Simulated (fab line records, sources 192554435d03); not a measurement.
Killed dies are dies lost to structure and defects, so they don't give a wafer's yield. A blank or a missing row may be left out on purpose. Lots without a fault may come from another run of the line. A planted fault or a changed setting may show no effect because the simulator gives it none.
fab line records | flow n5_finfet
record lots=24 wafers=72 last_day=18
route steps=1938 shown GATE_CUT@470
lots that met no fault: from a run of the same line without faults
start_h: hours from the record's first day to the start of the lot's first wafer shown | wait_h: hours since the lot's step before | " the same as in the row above | L1.1+2: a row that stands for several wafers | - no value, or no start given | * or withheld: withheld | < > ~ a bound
route shown NAME@n: a module of which the file shows steps, and the number in the route of the first | usual: mean/standard deviation of fault-free wafers | same: alike in all rows | chamber/n: place in a boat | sites: the reading at each site | _std_site: their standard deviation | _edge_site: outer sites' mean less inner sites' | radius_mm: how far each site lies from the wafer's centre | mask NAME#n: copy n | behind: the tool/chamber that last shaped the wafer | hold: why the lot was held/for how many hours/how that ended | device: the transistor (n, p or np) that didn't switch | end of line: the same wafers' tests at the end of the route | a step without rows: its recipe alone | killed: dies lost to structure and defects at the first sort, not the wafer's yield | map: a wafer's dies, x killed, . not, _ none there
set.NAME: the setting as run; set.NAME@STEP: as run at that earlier step | model.NAME: the simulator's own value behind a step, which no gauge read
steps of the route over a sample of lots; a table a step, a row a wafer
services: from which hour (start_h, from the record's first day; less than 0 if before it) a tool's chamber was out of use, for how many hours, and why
## steps
# step N5_GATE_CUT_STRIP_59
# recipe chemistry=N2/H2 time_s=20 power_w=100 temp_c=40 pressure_mtorr=100 rf_frequency_hz=6e+07 bias_power_w=3 n2_flow_sccm=300 h2_flow_sccm=300
# usual drypump_motor_current_A=5.6/0.41 oes_product_au=0.78/0.083 rf_vpp_V=45.2/0.9 showerhead_plenum_p_Torr=3.33/0.12 throttle_valve_pct=12.12/0.28
# columns lot.wafer tool chamber start_h wait_h drypump_motor_current_A oes_product_au rf_hours_counter_h rf_vpp_V showerhead_plenum_p_Torr throttle_valve_pct
L074.2 rie_diel-01 0 79.84 0.1 5.0 0.69 231 44.4 3.35 12.41
L074.5 " 3 " " 5.6 0.78 - 47.4 3.54 12.08
L074.6 " 0 " " 5.0 0.70 - 45.2 3.35 12.41
L075.3 rie_diel-04 1 84.40 0.1 5.7 0.78 115 43.9 3.13 11.90
L075.4 " 0 " " 5.8 0.71 215 45.9 3.34 12.61
L075.6 " 0 " " 5.8 0.71 - 45.8 3.34 12.59
L076.1 rie_diel-03 0 90.87 0.1 6.1 0.70 210 46.3 3.33 12.06
L076.3 " 3 " " 5.7 0.69 209 46.5 3.37 12.46
L076.5 " 1 " " 6.3 0.71 - 46.2 3.47 12.65
L077.1 rie_diel-04 1 97.86 0.1 5.7 0.79 119 43.6 3.12 11.93
L077.2 " 2 " " 6.2 0.94 24 47.1 3.44 11.66
L077.3 " 3 " " 5.2 0.72 181 45.8 3.23 12.11
L078.1 rie_diel-01 0 106.92 0.1 4.9 0.69 239 46.6 3.35 12.43
L078.5 " 2 " " 5.2 0.80 - 44.0 3.26 12.06
L078.6 " 3 " " 5.6 0.78 - 44.6 3.54 12.10
L079.3 rie_diel-04 2 109.31 0.1 6.2 0.91 27 45.0 3.44 11.66
L079.5 " 2 " " 6.2 0.92 - 45.2 3.44 11.66
L079.6 " 1 " " 5.7 0.77 - 43.9 3.12 11.94
L080.3 rie_diel-03 1 116.69 0.1 6.3 0.70 220 45.8 3.47 12.67
L080.4 " 3 " " 5.7 0.69 215 45.9 3.36 12.50
L080.6 " 2 " " 5.0 0.69 - 44.6 3.47 12.34
L081.3 rie_diel-01 0 120.29 0.1 5.0 0.69 242 44.2 3.34 12.43
L081.4 " 1 " " 5.8 0.88 55 45.9 3.31 11.91
L081.5 " 3 " " 5.6 0.77 - 45.9 3.53 12.12
L082.2 rie_diel-03 3 127.20 0.1 5.7 0.69 220 45.7 3.36 12.49
L082.3 " 0 " " 6.0 0.70 222 44.7 3.33 12.08
L082.6 " 0 " " 6.0 0.70 - 44.4 3.33 12.10
L083.2 rie_diel-04 2 132.90 0.1 6.2 0.92 35 46.4 3.43 11.66
L083.5 " 1 " " 5.7 0.77 - 43.7 3.12 11.95
L083.6 " 2 " " 6.2 0.90 - 44.6 3.43 11.68
L084.1 rie_diel-04 2 143.91 0.1 6.2 0.90 38 46.1 3.43 11.69
L084.3 " 0 " " 5.8 0.69 231 44.8 3.33 12.63
L084.5 " 0 " " 5.8 0.68 - 45.3 3.33 12.63
L085.1 rie_diel-01 2 151.87 0.1 5.2 0.78 124 44.9 3.25 12.13
L085.3 " 1 " " 5.7 0.87 67 44.8 3.30 11.92
L085.4 " 1 " " 5.8 0.86 - 46.4 3.30 11.94
L086.2 rie_diel-01 0 161.66 0.1 5.0 0.98 1 46.3 3.34 11.84
L086.4 " 3 " " 5.6 0.76 147 45.0 3.53 12.17
L086.5 " 0 " " 5.0 0.97 - 45.3 3.34 11.82
L087.1 rie_diel-01 1 178.97 0.1 5.8 0.85 76 44.4 3.30 11.96
L087.4 " 0 " " 4.9 0.95 5 45.9 3.34 11.82
L087.5 " 2 " " 5.2 0.78 - 45.0 3.25 12.15
L088.2 rie_diel-01 2 179.81 0.1 5.2 0.77 133 44.9 3.25 12.13
L088.5 " 3 " " 5.6 0.76 - 47.8 3.52 12.19
L088.6 " 2 " " 5.2 0.77 - 46.0 3.25 12.15
L089.1 rie_diel-01 3 180.93 0.1 5.6 0.75 151 44.2 3.52 12.15
L089.4 " 2 " " 5.2 0.76 133 43.9 3.25 12.14
L089.6 " 0 " " 5.0 0.94 - 44.9 3.34 11.83
L090.2 rie_diel-01 2 185.59 0.1 5.2 0.77 134 45.0 3.25 12.13
L090.4 " 1 " " 5.8 0.84 77 45.2 3.30 11.96
L090.5 " 1 " " 5.8 0.84 - 44.8 3.30 11.96
L091.2 rie_diel-04 0 186.09 0.1 5.8 0.68 243 44.6 3.33 12.65
L091.5 " 1 " " 5.7 0.76 - 44.2 3.11 11.99
L091.6 " 0 " " 5.8 0.69 - 46.1 3.33 12.67
L092.4 rie_diel-04 0 189.44 0.1 5.8 0.68 244 45.2 3.33 12.67
L092.5 " 2 " " 6.2 0.87 - 45.6 3.42 11.74
L092.6 " 1 " " 5.7 0.76 - 45.4 3.11 11.98
L093.1 rie_diel-04 1 197.01 0.1 5.7 0.77 145 45.8 3.11 11.97
L093.2 " 0 " " 5.8 0.68 246 45.1 3.33 12.67
L093.6 " 1 " " 5.7 0.76 - 42.6 3.11 11.99
L094.1 rie_diel-01 3 200.33 0.1 5.6 0.75 156 46.1 3.52 12.17
L094.4 " 1 " " 5.8 0.84 79 43.1 3.30 11.97
L094.5 " 2 " " 5.2 0.77 - 44.4 3.24 12.14
L095.1 rie_diel-01 2 209.05 0.1 5.2 0.76 141 45.4 3.24 12.16
L095.3 " 0 " " 5.0 0.91 14 46.1 3.33 11.86
L095.4 " 3 " " 5.6 0.75 159 44.5 3.52 12.17
L096.3 rie_diel-04 3 216.62 0.1 5.2 0.68 213 46.2 3.21 12.18
L096.4 " 0 " " 5.8 0.69 250 45.4 3.32 12.66
L096.6 " 3 " " 5.2 0.69 - 45.0 3.21 12.20
L097.2 rie_diel-04 2 226.34 0.1 6.2 0.86 60 44.9 3.42 11.75
L097.3 " 0 " " 5.8 0.67 253 46.1 3.32 12.67
L097.5 " 0 " " 5.8 0.68 - 45.6 3.32 12.68
# step N5_GATE_CUT_CMP_02
# recipe stop_on=SiO2 t_overpolish_s=12.7 post_cmp_clean=alkaline_brush down_force_psi=2.5 platen_rpm=51.8 pad_velocity_m_s=1.0307 target_thk_nm=0
# usual motor_current_A=9.2/0.74 overpolish_run_s=12.700/0.0083 slurry_filter_dp_kPa=13.48/0.13 time_to_endpoint_s=23.9/2.8
# columns lot.wafer tool chamber start_h wait_h motor_current_A overpolish_run_s slurry_filter_dp_kPa time_to_endpoint_s
L074.2 cmp-01 2 82.32 0.1 8.5 12.703 13.41 26.9
L074.6 " 2 " " 8.4 12.704 13.59 24.6
L074.5 " 3 " " 10.4 12.705 13.55 25.5
L075.3 cmp-03 1 86.89 0.1 9.5 12.704 13.44 21.1
L075.4 " 0 " " 9.6 12.700 13.66 25.0
L075.6 " 2 " " 8.4 12.702 13.50 18.4
L076.1 cmp-01 1 93.40 0.1 8.4 12.701 13.35 25.6
L076.3 " 3 " " 10.3 12.708 13.53 27.7
L076.5 " 0 " " 8.1 12.707 13.45 25.9
L077.2 cmp-02 0 101.74 0.1 8.6 12.707 13.56 20.2
L077.3 " 1 " " 9.6 12.697 13.43 26.7
L077.1 " 2 " " 8.7 12.685 13.50 20.5
L078.1 cmp-03 1 109.52 0.2 9.8 12.695 13.48 24.1
L078.5 " 2 " " 8.6 12.715 13.49 19.7
L078.6 " 3 " " 9.3 12.702 13.71 28.5
L079.3 cmp-02 2 111.87 0.1 8.8 12.707 13.40 21.9
L079.5 " 0 " " 8.0 12.705 13.64 22.2
L079.6 " 1 " " 9.6 12.702 13.33 27.0
L080.3 cmp-03 0 119.17 0.1 9.0 12.715 13.33 24.2
L080.4 " 1 " " 9.6 12.687 13.58 20.7
L080.6 " 1 " " 9.7 12.696 13.63 21.8
L081.4 cmp-02 3 122.77 0.0 9.4 12.689 13.56 23.8
L081.3 " 0 " " 8.6 12.690 13.45 23.5
L081.5 " 0 " " 8.7 12.703 13.49 20.0
L082.2 cmp-03 1 129.68 0.1 9.3 12.713 13.35 21.9
L082.3 " 0 " " 9.7 12.702 13.50 24.3
L082.6 " 1 " " 9.4 12.693 13.32 23.3
L083.2 cmp-01 1 135.45 0.1 8.3 12.699 13.27 26.3
L083.6 " 3 " " 10.9 12.688 13.18 31.3
L083.5 " 0 " " 7.7 12.700 13.31 28.5
L084.3 cmp-01 0 146.45 0.1 7.8 12.695 13.22 26.5
L084.1 " 1 " " 8.0 12.710 13.72 27.7
L084.5 " 3 " " 10.6 12.720 13.66 28.9
L085.4 cmp-03 1 154.35 0.0 9.5 12.708 13.48 20.5
L085.3 " 3 " " 8.8 12.701 13.48 24.5
L085.1 " 0 " " 9.7 12.706 13.24 24.6
L086.2 cmp-02 0 164.14 0.1 8.6 12.694 13.59 20.3
L086.4 " 3 " " 9.6 12.696 13.49 23.9
L086.5 " 0 " " 8.9 12.709 13.49 16.3
L087.4 cmp-02 2 182.01 0.1 8.6 12.700 13.52 21.8
L087.1 " 0 " " 8.7 12.718 13.44 21.1
L087.5 " 1 " " 9.4 12.688 13.73 27.1
L088.2 cmp-03 0 183.37 0.1 9.5 12.691 13.56 25.2
L088.5 " 2 " " 8.6 12.699 13.53 17.1
L088.6 " 3 " " 9.1 12.704 13.46 22.4
L089.4 cmp-02 2 184.18 0.1 8.6 12.702 13.60 23.4
L089.1 " 0 " " 8.6 12.711 13.60 22.6
L089.6 " 1 " " 9.4 12.699 13.72 25.3
L090.4 cmp-03 1 189.15 0.1 9.5 12.708 13.38 25.4
L090.2 " 2 " " 8.6 12.710 13.53 22.3
L090.5 " 1 " " 9.7 12.693 13.53 21.8
L091.2 cmp-03 2 191.27 0.2 8.8 12.680 13.27 18.1
L091.6 " 3 " " 9.5 12.696 13.58 27.8
L091.5 " 0 " " 9.5 12.692 13.32 23.7
L092.4 cmp-01 0 192.08 0.1 8.0 12.707 13.53 27.6
L092.5 " 2 " " 8.5 12.698 13.58 26.9
L092.6 " 3 " " 10.9 12.704 13.43 27.8
L093.2 cmp-03 2 199.99 0.3 8.8 12.694 13.45 20.7
L093.1 " 0 " " 9.5 12.699 13.55 22.6
L093.6 " 1 " " 9.5 12.705 13.44 23.4
L094.1 cmp-02 2 202.84 0.1 8.0 12.707 13.71 21.5
L094.4 " 3 " " 9.8 12.704 13.82 26.6
L094.5 " 2 " " 8.5 12.708 13.40 22.1
L095.4 cmp-02 2 211.58 0.1 9.1 12.693 13.59 20.5
L095.3 " 3 " " 9.2 12.703 13.47 23.0
L095.1 " 0 " " 8.7 12.701 13.45 19.5
L096.3 cmp-02 3 219.18 0.1 9.2 12.700 13.53 23.4
L096.4 " 0 " " 8.7 12.698 13.38 21.6
L096.6 " 2 " " 8.9 12.716 13.64 23.8
L097.2 cmp-03 2 228.90 0.1 9.0 12.691 13.40 19.0
L097.3 " 3 " " 9.1 12.698 13.57 26.1
L097.5 " 1 " " 9.8 12.696 13.55 21.0
# step N5_GATE_CUT_ETCH_36
# recipe chemistry=CF4 target=SiARC target_depth_a=130 mask_material=CAR-EUV time_s=21.7 ion_energy_ev=80 pressure_mtorr=40 source_w=545 bias_w=36 Ar_flow_sccm=100 cf4_flow_sccm=100 ends=cleared
# usual bias_w=36.00/0.099 drypump_motor_current_A=5.6/0.44 etch_rf_on_time_s=21.6/0.33 oes_product_au=0.65/0.078 rf_vpp_V=183.9/1.2 showerhead_plenum_p_Torr=2.13/0.066 throttle_valve_pct=15.56/0.26
# columns lot.wafer tool chamber start_h wait_h bias_w drypump_motor_current_A etch_rf_on_time_s oes_product_au rf_hours_counter_h rf_vpp_V showerhead_plenum_p_Torr throttle_valve_pct
L074.2 rie_diel-03 3 83.51 0.0 35.82 5.7 21.6 0.60 207 184.3 2.14 15.81
L074.5 " 1 " " 35.97 6.3 21.3 0.61 - 184.9 2.20 15.95
L074.6 " 2 " " 35.78 5.0 21.6 0.59 - 184.8 2.20 15.68
L075.3 rie_diel-01 0 87.74 0.0 36.16 4.9 21.9 0.59 233 183.9 2.12 15.67
L075.4 " 2 " " 36.05 5.2 21.8 0.68 104 181.1 2.08 15.50
L075.6 " 3 " " 36.04 5.6 22.0 0.66 - 185.1 2.25 15.45
L076.1 rie_diel-01 2 94.46 0.0 35.90 5.2 21.7 0.69 105 182.9 2.08 15.51
L076.3 " 0 " " 36.00 5.0 21.8 0.59 235 183.8 2.12 15.68
L076.5 " 3 " " 36.10 5.6 21.9 0.66 - 184.3 2.25 15.44
L077.1 rie_diel-01 1 102.71 0.0 35.96 5.8 21.4 0.76 50 184.8 2.10 15.29
L077.2 " 2 " " 36.09 5.2 22.2 0.69 107 182.2 2.08 15.50
L077.3 " 3 " " 35.98 5.6 21.8 0.67 125 185.3 2.25 15.45
L078.1 rie_diel-01 3 110.40 0.0 36.00 5.6 21.9 0.67 128 186.6 2.25 15.45
L078.5 " 3 " " 35.98 5.6 22.2 0.67 - 184.2 2.25 15.45
L078.6 " 2 " " 35.99 5.2 22.1 0.69 - 184.8 2.08 15.50
L079.3 rie_diel-01 0 112.77 0.0 35.80 5.0 21.6 0.59 240 183.5 2.11 15.70
L079.5 " 0 " " 36.01 5.0 21.4 0.59 - 184.0 2.11 15.70
L079.6 " 1 " " 35.98 5.7 20.9 0.77 - 183.1 2.10 15.31
L080.3 rie_diel-04 2 120.35 0.0 36.23 6.2 21.7 0.78 30 186.3 2.19 15.10
L080.4 " 1 " " 35.89 5.7 21.3 0.66 126 182.5 1.98 15.34
L080.6 " 3 " " 35.89 5.1 20.9 0.62 - 182.7 2.05 15.52
L081.3 rie_diel-03 3 123.71 0.0 36.02 5.7 22.0 0.58 218 184.0 2.13 15.82
L081.4 " 1 " " 35.89 6.3 21.7 0.60 223 184.5 2.20 15.98
L081.5 " 1 " " 36.11 6.3 21.8 0.60 - 185.6 2.20 15.96
L082.2 rie_diel-04 0 130.53 0.0 36.11 5.8 21.7 0.60 227 183.4 2.11 15.86
L082.3 " 2 " " 35.91 6.2 21.8 0.77 34 185.7 2.19 15.11
L082.6 " 2 " " 36.02 6.2 21.8 0.77 - 184.2 2.19 15.11
L083.2 rie_diel-03 2 136.22 0.0 36.05 5.0 21.7 0.59 247 184.0 2.19 15.71
L083.5 " 3 " " 36.01 5.7 21.7 0.59 - 184.0 2.13 15.83
L083.6 " 2 " " 36.03 5.0 21.7 0.58 - 183.8 2.19 15.71
L084.1 rie_diel-04 2 147.58 0.0 35.96 6.2 22.1 0.75 39 184.5 2.18 15.11
L084.3 " 0 " " 36.08 5.8 21.4 0.60 233 183.0 2.11 15.88
L084.5 " 0 " " 36.09 5.8 21.5 0.59 - 183.6 2.11 15.87
L085.1 rie_diel-04 0 155.39 0.0 35.89 5.8 21.3 0.60 235 183.5 2.10 15.88
L085.3 " 3 " " 35.97 5.2 21.0 0.61 199 181.6 2.04 15.54
L085.4 " 1 " " 35.83 5.7 21.1 0.67 133 182.3 1.98 15.36
L086.2 rie_diel-03 1 165.11 0.0 35.98 6.3 21.8 0.59 237 185.5 2.20 16.00
L086.4 " 0 " " 36.03 6.0 21.7 0.59 235 183.6 2.10 15.47
L086.5 " 1 " " 36.18 6.3 21.9 0.59 - 184.7 2.20 16.01
L087.1 rie_diel-01 0 182.81 0.0 36.13 4.9 22.0 0.82 5 184.2 2.11 15.18
L087.4 " 1 " " 35.81 5.7 21.3 0.72 76 183.9 2.09 15.35
L087.5 " 0 " " 35.99 4.9 22.0 0.81 - 183.3 2.11 15.19
L088.2 rie_diel-03 1 184.30 0.0 35.92 6.2 22.1 0.58 242 186.5 2.19 16.01
L088.5 " 1 " " 36.02 6.3 22.0 0.59 - 184.5 2.19 16.03
L088.6 " 2 " " 35.90 5.0 21.4 0.82 - 184.3 2.19 15.24
L089.1 rie_diel-03 1 185.00 0.0 36.01 6.3 22.0 0.59 242 184.3 2.19 16.03
L089.4 " 3 " " 36.13 5.7 21.9 0.57 239 183.7 2.13 15.86
L089.6 " 1 " " 36.04 6.3 21.9 0.58 - 184.0 2.19 16.01
L090.2 rie_diel-03 0 190.35 0.0 35.88 6.0 21.7 0.58 241 184.0 2.10 15.45
L090.4 " 1 " " 36.03 6.3 21.9 0.58 244 182.9 2.19 16.03
L090.5 " 3 " " 36.17 5.7 21.9 0.58 - 182.9 2.13 15.87
L091.2 rie_diel-03 1 192.11 0.0 35.86 6.3 21.9 0.59 245 186.9 2.19 16.03
L091.5 " 3 " " 36.06 5.7 21.7 0.58 - 184.1 2.12 15.85
L091.6 " 2 " " 35.97 5.0 21.4 0.81 - 185.1 2.19 15.23
L092.4 rie_diel-01 3 192.98 0.0 36.15 5.5 21.9 0.65 - 183.3 2.24 15.52
L092.5 " 0 " " 36.12 5.0 22.3 0.79 - 183.9 2.11 15.19
L092.6 " 2 " " 35.87 5.2 22.1 0.66 - 182.6 2.07 15.54
L093.1 rie_diel-03 3 200.80 0.0 35.78 5.7 22.0 0.57 242 185.5 2.12 15.86
L093.2 " 0 " " 36.07 6.0 21.4 0.58 244 182.6 2.10 15.46
L093.6 " 0 " " 35.99 6.0 21.6 0.58 - 183.0 2.10 15.48
L094.1 rie_diel-01 0 203.82 0.0 36.13 5.0 22.1 0.79 12 184.3 2.11 15.19
L094.4 " 1 " " 36.04 5.8 21.4 0.73 81 183.5 2.09 15.34
L094.5 " 2 " " 36.05 5.2 22.1 0.66 - 182.5 2.07 15.58
L095.1 rie_diel-04 2 212.38 0.0 35.94 6.2 21.7 0.74 56 185.6 2.18 15.12
L095.3 " 3 " " 36.00 5.2 21.2 0.60 212 183.6 2.04 15.59
L095.4 " 0 " " 36.05 5.8 21.2 0.60 249 183.3 2.10 15.92
L096.3 rie_diel-01 1 220.80 0.0 35.84 5.8 21.2 0.73 85 181.8 2.09 15.37
L096.4 " 2 " " 35.89 5.2 21.8 0.66 145 183.8 2.07 15.57
L096.6 " 0 " " 36.05 5.0 22.2 0.77 - 183.1 2.11 15.22
L097.2 rie_diel-03 0 230.06 0.0 36.13 6.0 21.3 0.57 254 183.5 2.10 15.49
L097.3 " 2 " " 35.93 5.0 21.2 0.79 20 186.0 2.18 15.27
L097.5 " 3 " " 36.06 5.7 21.8 0.57 - 184.1 2.12 15.89
# step N5_GATE_CUT_VAPOR_ETCH_51
# recipe chemistry=BCl3/Cl2 target=HfO2 mode=isotropic
# usual drypump_motor_current_A=5.8/0.77 oes_product_au=0.71/0.091
# columns lot.wafer tool chamber start_h wait_h drypump_motor_current_A oes_product_au
L074.2 rie_metal-02 0 84.09 0.0 5.5 0.61
L074.5 " 1 " " 5.2 0.58
L074.6 " 0 " " 5.5 0.61
L075.3 rie_metal-01 1 88.33 0.0 6.6 0.81
L075.4 " 0 " " 5.1 0.64
L075.6 " 1 " " 6.5 0.81
L076.1 rie_metal-03 0 95.04 0.0 5.0 0.65
L076.3 " 1 " " 6.8 0.81
L076.5 " 1 " " 6.7 0.82
L077.1 rie_metal-03 1 103.29 0.0 6.8 0.81
L077.2 " 0 " " 5.1 0.65
L077.3 " 1 " " 6.8 0.81
L078.1 rie_metal-01 1 111.04 0.0 6.6 0.81
L078.5 " 1 " " 6.5 0.81
L078.6 " 0 " " 5.1 0.64
L079.3 rie_metal-03 0 113.35 0.0 5.0 0.65
L079.5 " 1 " " 6.8 0.81
L079.6 " 0 " " 5.1 0.66
L080.3 rie_metal-01 1 120.94 0.0 6.6 0.79
L080.4 " 0 " " 5.1 0.63
L080.6 " 1 " " 6.5 0.79
L081.3 rie_metal-01 0 124.30 0.0 5.1 0.63
L081.4 " 1 " " 6.5 0.81
L081.5 " 1 " " 6.6 0.79
L082.2 rie_metal-01 0 131.11 0.0 5.0 0.63
L082.3 " 0 " " 5.0 0.64
L082.6 " 1 " " 6.5 0.80
L083.2 rie_metal-03 0 136.80 0.0 5.0 0.65
L083.5 " 1 " " 6.8 0.79
L083.6 " 0 " " 5.0 0.64
L084.1 rie_metal-03 0 148.16 0.0 5.1 0.64
L084.3 " 1 " " 6.7 0.80
L084.5 " 1 " " 6.8 0.80
L085.1 rie_metal-03 1 155.97 0.0 6.8 0.79
L085.3 " 1 " " 6.8 0.80
L085.4 " 0 " " 5.1 0.65
L086.2 rie_metal-01 1 165.69 0.0 6.5 0.79
L086.4 " 0 " " 5.1 0.62
L086.5 " 1 " " 6.5 0.78
L087.1 rie_metal-02 0 183.39 0.0 5.5 0.60
L087.4 " 1 " " 5.2 0.93
L087.5 " 0 " " 5.5 0.60
L088.2 rie_metal-03 1 184.88 0.0 6.8 0.79
L088.5 " 1 " " 6.7 0.79
L088.6 " 0 " " 5.0 0.64
L089.1 rie_metal-03 1 185.58 0.0 6.7 0.79
L089.4 " 0 " " 5.1 0.65
L089.6 " 1 " " 6.8 0.79
L090.2 rie_metal-03 1 190.93 0.0 6.8 0.79
L090.4 " 0 " " 5.1 0.64
L090.5 " 1 " " 6.7 0.79
L091.2 rie_metal-01 0 192.69 0.0 5.0 0.62
L091.5 " 1 " " 6.5 0.78
L091.6 " 0 " " 5.1 0.62
L092.4 rie_metal-01 1 193.56 0.0 6.5 0.77
L092.5 " 0 " " 5.0 0.62
L092.6 " 1 " " 6.5 0.77
L093.1 rie_metal-01 1 201.38 0.0 6.5 0.78
L093.2 " 0 " " 5.1 0.62
L093.6 " 0 " " 5.1 0.63
L094.1 rie_metal-02 0 204.40 0.0 5.5 0.60
L094.4 " 0 " " 5.4 0.59
L094.5 " 1 " " 5.2 0.91
L095.1 rie_metal-03 1 212.96 0.0 6.8 0.78
L095.3 " 0 " " 5.0 0.63
L095.4 " 1 " " 6.7 0.78
L096.3 rie_metal-01 1 221.39 0.0 6.5 0.76
L096.4 " 0 " " 5.1 0.62
L096.6 " 0 " " 5.1 0.62
L097.2 rie_metal-01 0 230.64 0.0 5.1 0.61
L097.3 " 1 " " 6.6 0.77
L097.5 " 0 " " 5.1 0.61
# step N5_GATE_CUT_CMP_43
# recipe material=SiO2 post_cmp_clean=rinse_only
# usual motor_current_A=12.1/1 slurry_filter_dp_kPa=13.50/0.14
# columns lot.wafer tool chamber start_h wait_h motor_current_A slurry_filter_dp_kPa
L074.2 cmp-01 1 86.18 0.1 10.8 13.59
L074.5 " 0 " " 10.5 13.42
L074.6 " 1 " " 10.5 13.36
L075.4 cmp-01 3 90.41 0.1 13.7 13.52
L075.3 " 1 " " 10.6 13.48
L075.6 " 3 " " 13.6 13.60
L076.3 cmp-02 1 97.80 0.1 13.2 13.58
L076.1 " 2 " " 11.6 13.45
L076.5 " 1 " " 13.6 13.69
L077.1 cmp-02 1 106.16 0.1 13.6 13.72
L077.2 " 2 " " 11.3 13.48
L077.3 " 3 " " 13.2 13.33
L078.1 cmp-02 2 113.30 0.3 11.3 13.40
L078.5 " 3 " " 13.6 13.62
L078.6 " 0 " " 12.1 13.50
L079.3 cmp-02 1 115.36 0.0 12.8 13.40
L079.5 " 1 " " 12.8 13.40
L079.6 " 2 " " 11.5 13.41
L080.4 cmp-03 2 122.94 0.0 11.5 13.79
L080.3 " 3 " " 12.9 13.41
L080.6 " 3 " " 12.5 13.65
L081.3 cmp-03 1 126.37 0.0 12.6 13.55
L081.4 " 0 " " 12.5 13.43
L081.5 " 2 " " 11.4 13.64
L082.2 cmp-03 0 133.27 0.2 12.7 13.51
L082.3 " 1 " " 12.5 13.44
L082.6 " 3 " " 12.0 13.29
L083.2 cmp-02 2 139.06 0.3 11.6 13.78
L083.5 " 3 " " 12.7 13.37
L083.6 " 0 " " 10.9 13.72
L084.1 cmp-03 1 150.18 0.0 12.9 13.59
L084.3 " 2 " " 11.6 13.29
L084.5 " 2 " " 11.4 13.45
L085.4 cmp-01 0 157.99 0.0 10.8 13.53
L085.1 " 1 " " 9.9 13.59
L085.3 " 3 " " 14.7 13.48
L086.4 cmp-03 3 167.76 0.0 12.4 13.36
L086.2 " 2 " " 10.9 13.50
L086.5 " 0 " " 13.2 13.55
L087.1 cmp-03 3 185.54 0.2 11.6 13.49
L087.4 " 0 " " 13.4 13.27
L087.5 " 3 " " 12.6 13.58
L088.2 cmp-01 3 187.78 0.0 14.5 13.56
L088.6 " 3 " " 14.5 13.31
L088.5 " 0 " " 10.7 13.64
L089.4 cmp-01 3 189.24 0.0 14.9 13.44
L089.1 " 2 " " 11.7 13.42
L089.6 " 0 " " 11.1 13.55
L090.2 cmp-02 3 192.95 0.0 12.4 13.64
L090.4 " 1 " " 13.1 13.68
L090.5 " 3 " " 12.9 13.58
L091.2 cmp-01 3 194.70 0.0 14.1 13.28
L091.6 " 3 " " 14.2 13.47
L091.5 " 0 " " 11.1 13.51
L092.4 cmp-02 0 195.81 0.3 11.2 13.56
L092.5 " 1 " " 12.6 13.33
L092.6 " 2 " " 11.7 13.51
L093.2 cmp-02 1 203.52 0.1 13.6 13.66
L093.1 " 2 " " 11.7 13.31
L093.6 " 0 " " 11.1 13.65
L094.4 cmp-02 3 206.44 0.0 12.9 13.36
L094.1 " 0 " " 11.3 13.60
L094.5 " 3 " " 12.5 13.39
L095.4 cmp-02 2 214.98 0.0 11.6 13.34
L095.3 " 3 " " 13.0 13.43
L095.1 " 1 " " 13.1 13.29
L096.4 cmp-02 3 223.56 0.2 12.7 13.36
L096.3 " 0 " " 11.7 13.52
L096.6 " 1 " " 13.0 13.64
L097.2 cmp-03 2 232.84 0.0 11.8 13.44
L097.3 " 1 " " 12.7 13.52
L097.5 " 3 " " 13.0 13.50
# step N5_GATE_CUT_INSPECT_26
# recipe inspect_instrument=darkfield mode=post_cmp
# usual raw_defect_count=38/19
# columns lot.wafer tool chamber start_h wait_h raw_defect_count
L074.2 defect_inspect-01 - 86.82 0.0 38
L074.5 " - " " 38
L074.6 " - " " 35
L075.3 defect_inspect-01 - 91.05 0.0 26
L075.4 " - " " 38
L075.6 " - " " 34
L076.1 defect_inspect-01 - 98.43 0.0 20
L076.3 " - " " 14
L076.5 " - " " 20
L077.1 defect_inspect-01 - 106.79 0.0 22
L077.2 " - " " 29
L077.3 " - " " 37
L078.1 defect_inspect-02 - 113.77 0.0 16
L078.5 " - " " 18
L078.6 " - " " 22
L079.3 defect_inspect-02 - 116.08 0.0 21
L079.5 " - " " 37
L079.6 " - " " 13
L080.3 defect_inspect-01 - 123.66 0.0 41
L080.4 " - " " 51
L080.6 " - " " 40
L081.3 defect_inspect-01 - 127.08 0.0 34
L081.4 " - " " 61
L081.5 " - " " 34
L082.2 defect_inspect-01 - 133.90 0.0 42
L082.3 " - " " 48
L082.6 " - " " 65
L083.2 defect_inspect-02 - 139.54 0.0 42
L083.5 " - " " 25
L083.6 " - " " 30
L084.1 defect_inspect-02 - 150.89 0.0 93
L084.3 " - " " 44
L084.5 " - " " 61
L085.1 defect_inspect-01 - 158.70 0.0 36
L085.3 " - " " 53
L085.4 " - " " 15
L086.2 defect_inspect-01 - 168.48 0.0 8
L086.4 " - " " 16
L086.5 " - " " 18
L087.1 defect_inspect-01 - 186.25 0.0 30
L087.4 " - " " 36
L087.5 " - " " 61
L088.2 defect_inspect-01 - 188.49 0.0 35
L088.5 " - " " 52
L088.6 " - " " 38
L089.1 defect_inspect-02 - 189.95 0.0 24
L089.4 " - " " 36
L089.6 " - " " 28
L090.2 defect_inspect-02 - 193.66 0.0 43
L090.4 " - " " 47
L090.5 " - " " 35
L091.2 defect_inspect-01 - 195.41 0.0 33
L091.5 " - " " 22
L091.6 " - " " 74
L092.4 defect_inspect-01 - 196.28 0.0 22
L092.5 " - " " 13
L092.6 " - " " 17
L093.1 defect_inspect-01 - 204.16 0.0 50
L093.2 " - " " 42
L093.6 " - " " 35
L094.1 defect_inspect-01 - 207.15 0.0 11
L094.4 " - " " 22
L094.5 " - " " 25
L095.1 defect_inspect-01 - 215.69 0.0 37
L095.3 " - " " 49
L095.4 " - " " 55
L096.3 defect_inspect-01 - 224.11 0.0 34
L096.4 " - " " 24
L096.6 " - " " 42
L097.2 defect_inspect-01 - 233.55 0.0 35
L097.3 " - " " 115
L097.5 " - " " 30
## services
# columns tool chamber start_h hours kind
cmp-03 - 66.27 10.2 pm
cmp-03 - 78.14 0.2 repair
rie_diel-04 0 90.90 7.5 repair
cmp-03 - 99.29 1.0 repair
cmp-03 - 112.91 4.7 repair
rie_metal-01 - 117.70 2.8 pm
rie_diel-04 1 136.39 8.7 repair
rie_diel-03 2 142.38 - clean
rie_diel-03 2 142.38 - consumable_replace:focus_ring
rie_diel-01 0 144.02 - clean
rie_diel-01 0 144.02 - consumable_replace:focus_ring
rie_diel-01 0 144.02 16.1 scheduled_down
rie_diel-01 0 144.02 16.1 vent_cycle
rie_metal-03 - 150.55 2.5 repair
rie_metal-03 1 166.83 4.3 repair
cmp-01 - 179.60 0.8 repair
cmp-02 - 184.75 2.0 repair
rie_diel-01 1 186.61 6.5 repair
cmp-02 - 197.05 4.4 repair
cmp-01 - 197.94 6.9 pm
rie_diel-04 3 198.65 1.7 repair
rie_diel-03 1 213.86 - clean
rie_diel-01 1 218.33 2.2 repair
cmp-03 - 220.94 0.8 repair
## key
fault none
